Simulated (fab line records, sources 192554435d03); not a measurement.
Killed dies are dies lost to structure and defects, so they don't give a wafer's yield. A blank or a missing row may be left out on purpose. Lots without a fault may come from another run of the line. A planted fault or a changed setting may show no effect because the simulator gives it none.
One fault seen from 2 desks | flow n5_finfet | each desk has only its own numbers; what lay behind them comes last

THE METROLOGY DESK
What the gauges read, lot by lot, whatever tool the lot ran on: means of the sampled wafers that have a number. A lot is out of limits, marked OUT, if its mean lies more than 4 standard deviations from the usual mean; the brackets give that distance.
Columns: A = cd_nm at N5_BEOL_M5_CD_MEAS_18, usual 28.0 nm; B = cd_nm at N5_BEOL_M5_CD_MEAS_28, usual 30.60 nm
lot  | first seen here | A    | B
L118 | day 8 01:46     | 28.2 | 30.33
L120 | day 9 00:41     | 27.7 | 30.57
L119 | day 9 12:02     | 28.1 | -
L121 | day 9 18:24     | 27.8 | -
L122 | day 10 04:50    | 27.9 | -
L139 | day 14 09:45    | 27.6 | 30.59
L140 | day 14 10:24    | 27.9 | 30.74
This desk's finding: nothing out of limits on any of the 7 lots.

THE TOOL OWNER'S DESK: litho_track-04
The tool's own readings at N5_BEOL_M5_DEVELOP_27 (develop time 30 s): means of the sampled wafers that have a number, for each lot that ran on this tool. A lot is out of limits, marked OUT, if its mean lies more than 4 standard deviations from the usual mean; the brackets give that distance.
Columns: A = chill_plate_temp_C at N5_BEOL_M5_DEVELOP_27, usual 23.02 C
lot  | first seen here | A
L120 | day 9 01:20     | 22.98
This desk's finding: nothing out of limits on the one lot.

PUT TOGETHER
The metrology desk saw nothing out of limits.
The tool owner's desk saw nothing out of limits.

WHAT THE SIMULATOR HAD PUT IN
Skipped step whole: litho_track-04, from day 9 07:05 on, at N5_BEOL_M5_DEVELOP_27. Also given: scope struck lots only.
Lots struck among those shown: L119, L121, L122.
